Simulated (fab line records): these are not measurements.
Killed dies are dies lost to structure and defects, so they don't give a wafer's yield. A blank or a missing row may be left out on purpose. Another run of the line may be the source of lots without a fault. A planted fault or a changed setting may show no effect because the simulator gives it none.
Which of the tools did it? ; flow n5-finfet ; 27 wafers from 9 lots sampled at 5 of the route's 1938 steps

== WHAT THE GAUGES SHOWED, per wafer ==
N5_MOL_CONTACT_COAG_OVL_MEAS_85. Usual: VG_OVL gives -0.3 nm (standard deviation 0.63).
lot;measured;on;VG_OVL (nm);flag
L634;day 5 01:01;overlay-02;0.1 0.2 -1.4;
L635;day 5 08:41;overlay-01;-0.9 0.4 -0.8;
L641;day 6 20:17;overlay-02;-0.5 -0.5 -0.9;
L646;day 8 05:28;overlay-01;0.5 0.5 0.3;
L648;day 8 15:10;overlay-02;-0.4 0.1 -0.7;
L651;day 9 12:09;overlay-02;-0.6 0.1 -0.5;
L655;day 10 11:50;overlay-01;-0.3 -1.4 -0.3;
L656;day 10 15:40;overlay-02;0.9 0.1 0.6;
L657;day 11 00:40;overlay-02;-0.1 0.8 -0.4;

N5_MOL_CONTACT_COAG_INSPECT_57: inspects for defects (brightfield). Usual: 197 for raw-defect-count, sd 69.
lot;measured;on;raw-defect-count;flag
L634;day 5 01:05;defect-inspect-01;255 328 239;
L635;day 5 08:44;defect-inspect-02;174 213 173;
L641;day 6 20:21;defect-inspect-02;159 114 189;
L646;day 8 05:31;defect-inspect-02;198 165 145;
L648;day 8 15:13;defect-inspect-01;175 209 162;
L651;day 9 12:12;defect-inspect-02;228 151 203;
L655;day 10 11:54;defect-inspect-02;187 210 204;
L656;day 10 15:43;defect-inspect-02;325 203 165;
L657;day 11 00:43;defect-inspect-01;291 408 274;

N5_BEOL_M4_RC_MEAS_101. Usual: DIBL_N 37.5 mV/V, standard deviation 2.5; DIBL_P 38 mV/V, standard deviation 3.1; IOFF_N 0.19 nA/um, standard deviation 0.059; IOFF_P 0.24 nA/um, standard deviation 0.061; ION_N 679 uA/um, standard deviation 16; ION_P 465 uA/um, standard deviation 9.8; SS_N 72.0 mV/dec, standard deviation 0.8; SS_P 73.7 mV/dec, standard deviation 0.86; VT_N 248 mV, standard deviation 4.5; VT_P -249 mV, standard deviation 3.5.
lot;measured;on;DIBL_N (mV/V);DIBL_P (mV/V);IOFF_N (nA/um);IOFF_P (nA/um);ION_N (uA/um);ION_P (uA/um);SS_N (mV/dec);SS_P (mV/dec);VT_N (mV);VT_P (mV);flag
L634;day 7 19:21;prober-02;34.1 37.8 39.7;36 37 40;0.12 0.18 0.23;0.20 0.22 0.27;659 678 679;459 466 459;70.6 72.3 72.7;72.8 73.5 74.2;254 251 248;-249 -250 -245;
L635;day 8 02:04;prober-02;37.3 37.3 37.4;38 40 38;0.18 0.19 0.18;0.23 0.27 0.22;677 675 676;459 465 460;72.0 72.5 72.6;73.5 74.2 73.8;250 248 255;-250 -248 -252;
L641;day 10 05:40;prober-02;35.9 37.2 33.6;37 37 34;0.16 0.19 0.11;0.20 0.20 0.17;667 680 659;459 461 451;72.3 72.0 70.9;73.8 73.0 73.0;251 249 255;-252 -251 -254;
L646;day 11 13:14;prober-02;35.6 34.5 37.2;35 34 38;0.15 0.14 0.18;0.17 0.17 0.22;660 672 678;448 453 450;71.4 71.0 71.9;73.2 72.5 73.9;250 248 246;-255 -255 -250;
L648;day 11 19:13;prober-02;35.8 36.5 38.3;36 37 38;0.13 0.14 0.19;0.21 0.21 0.27;659 658 682;465 455 471;71.9 71.5 72.0;73.3 73.3 74.3;256 252 248;-249 -250 -248;
L651;day 12 19:31;prober-01;40.7 38.4 34.4;41 37 34;0.24 0.19 0.12;0.26 0.20 0.16;697 664 658;471 453 449;72.1 72.4 71.9;74.2 73.8 72.4;243 251 255;-248 -255 -254;
L655;day 13 22:26;prober-01;38.6 39.0 39.9;42 39 41;0.21 0.20 0.23;0.29 0.23 0.26;685 676 687;475 455 466;72.0 71.8 72.2;74.4 74.7 74.6;247 247 245;-249 -251 -249;
L656;day 14 00:07;prober-02;37.5 34.7 37.5;39 35 40;0.18 0.13 0.19;0.22 0.17 0.26;679 673 677;466 459 463;72.5 71.5 72.1;73.7 73.4 74.5;251 254 248;-252 -252 -249;
L657;day 14 05:08;prober-02;36.5 36.5 36.0;37 39 37;0.18 0.19 0.15;0.22 0.27 0.20;681 690 677;462 476 461;72.6 72.7 72.3;73.0 74.0 73.7;250 247 253;-249 -247 -253;

== EACH LOT AND THE TOOL THAT RAN IT (in order: tool; ch and the chambers of the sampled wafers; start) ==
lot;N5_MOL_CONTACT_COAG_ETCH_91;N5_MOL_CONTACT_COAG_STRIP_96
L634;rie-diel-05 ch 0,1,3, day 5 01:28;rie-diel-05 ch 0,1,3, day 5 01:39
L635;rie-diel-05 ch 0,1,2, day 5 09:07;rie-diel-05 ch 0,1,2, day 5 09:19
L641;rie-diel-01 ch 0,1,3, day 6 21:01;rie-diel-01 ch 0,1,3, day 6 21:12
L646;rie-diel-01 ch 0,1, day 8 05:59;rie-diel-01 ch 0,1, day 8 06:11
L648;rie-diel-03 ch 0,2, day 8 15:50;rie-diel-03 ch 0,2, day 8 16:01
L651;rie-diel-01 ch 1,2, day 9 12:58;rie-diel-01 ch 1,2, day 9 13:10
L655;rie-diel-03 ch 0,2,3, day 10 12:35;rie-diel-03 ch 0,2,3, day 10 12:46
L656;rie-diel-03 ch 0,1,2, day 10 16:05;rie-diel-03 ch 0,1,2, day 10 16:17
L657;rie-diel-05 ch 1,2, day 11 01:32;rie-diel-05 ch 1,2, day 11 01:44
- N5_MOL_CONTACT_COAG_ETCH_91: etches SOC in N2/H2, target depth 60 nm, overetch 21 nm, time 101.2 s.
- N5_MOL_CONTACT_COAG_STRIP_96: strips in N2/H2.

== WHAT THE TOOLS THEMSELVES READ (means of the sampled wafers that have a number; where no wafer has one, the mark that the record gives instead) ==
N5_MOL_CONTACT_COAG_ETCH_91. Usual: bias-w 150.1 W (standard deviation 0.42); drypump-motor-current-A 5.5 A (standard deviation 0.44); oes-product-au 0.67 a.u. (standard deviation 0.078); rf-fwd-power-W 835.1 W (standard deviation 3); rf-vpp-V 524.5 V (standard deviation 2.6); showerhead-plenum-p-Torr 2.55 Torr (standard deviation 0.098); throttle-valve-pct 17.7 % (standard deviation 0.39).
lot;tool;bias-w (W);drypump-motor-current-A (A);oes-product-au (a.u.);rf-fwd-power-W (W);rf-vpp-V (V);showerhead-plenum-p-Torr (Torr);throttle-valve-pct (%);flag
L634;rie-diel-05;150.2;5.6;0.69;837.2;523.4;2.51;17.6;
L635;rie-diel-05;149.8;5.3;0.68;834.6;523.3;2.52;17.6;
L641;rie-diel-01;150.4;5.5;0.61;835.3;525.9;2.60;18.0;
L646;rie-diel-01;150.3;5.3;0.65;834.9;525.8;2.62;18.2;
L648;rie-diel-03;149.8;5.7;0.64;834.7;523.0;2.51;18.0;
L651;rie-diel-01;150.7;5.3;0.64;767.7;543.8;2.65;18.2;OFF
L655;rie-diel-03;150.2;5.6;0.66;833.0;525.4;2.58;17.7;
L656;rie-diel-03;150.1;5.5;0.69;836.4;526.2;2.60;17.8;
L657;rie-diel-05;150.1;5.6;0.62;833.0;521.5;2.45;17.8;

N5_MOL_CONTACT_COAG_STRIP_96. Usual: drypump-motor-current-A 5.5 A, standard deviation 0.44; oes-product-au 0.80 a.u., standard deviation 0.1; rf-vpp-V 122.0 V, standard deviation 1.4; showerhead-plenum-p-Torr 3.37 Torr, standard deviation 0.12; throttle-valve-pct 18.8 %, standard deviation 0.67.
lot;tool;drypump-motor-current-A (A);oes-product-au (a.u.);rf-vpp-V (V);showerhead-plenum-p-Torr (Torr);throttle-valve-pct (%);flag
L634;rie-diel-05;5.5;0.82;122.0;3.32;18.5;
L635;rie-diel-05;5.3;0.82;122.6;3.33;18.6;
L641;rie-diel-01;5.5;0.72;123.7;3.43;19.3;
L646;rie-diel-01;5.3;0.77;122.4;3.45;19.8;
L648;rie-diel-03;5.7;0.78;121.5;3.32;19.2;
L651;rie-diel-01;5.4;0.76;123.5;3.49;19.6;
L655;rie-diel-03;5.7;0.80;120.2;3.40;18.7;
L656;rie-diel-03;5.5;0.83;122.9;3.44;18.9;
L657;rie-diel-05;5.7;0.73;120.0;3.24;18.8;

== THE ANSWER, worked out from the rows above alone ==
Rule: lot off if the mean of its wafers having a number is beyond 3 standard deviations from the usual mean. Also off: a lot with no number at a reading for which 4 or more lots have one. Where the step has rows for the other lots, those lots are counted as sound. The gauges are gone through in route order, then the tools' own readings, and for those a lot's mean is taken as printed above. The first step at which some lot is off is used, and at that step the reading that is off furthest; a lot without a number counts as furthest.
Off at N5_MOL_CONTACT_COAG_ETCH_91 (rf-fwd-power-W): L651.
A tool fits if, at that step or a process step before it, it ran every lot that is off, and no sound lot after the first of them. One candidate fits, namely rie-diel-01 at N5_MOL_CONTACT_COAG_ETCH_91. A fault onset in the window from L646 (day 8 05:59, its last sound lot) to L651 (day 9 12:58, its first lot off) fits.
The tool's own readings at N5_MOL_CONTACT_COAG_ETCH_91 bear it out: on the lots that are off they differ by more than 5 times the standard deviation of the sound lots' means. rf-fwd-power-W reads 767.7 W there against 834.9 W on the sound lots; rf-vpp-V reads 543.8 V there against 524.3 V on the sound lots.

== WHAT THE SIMULATOR PUT IN ==
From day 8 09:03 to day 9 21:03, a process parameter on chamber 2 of rie-diel-01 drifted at N5_MOL_CONTACT_COAG_ETCH_91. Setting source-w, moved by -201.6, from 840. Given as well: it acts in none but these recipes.
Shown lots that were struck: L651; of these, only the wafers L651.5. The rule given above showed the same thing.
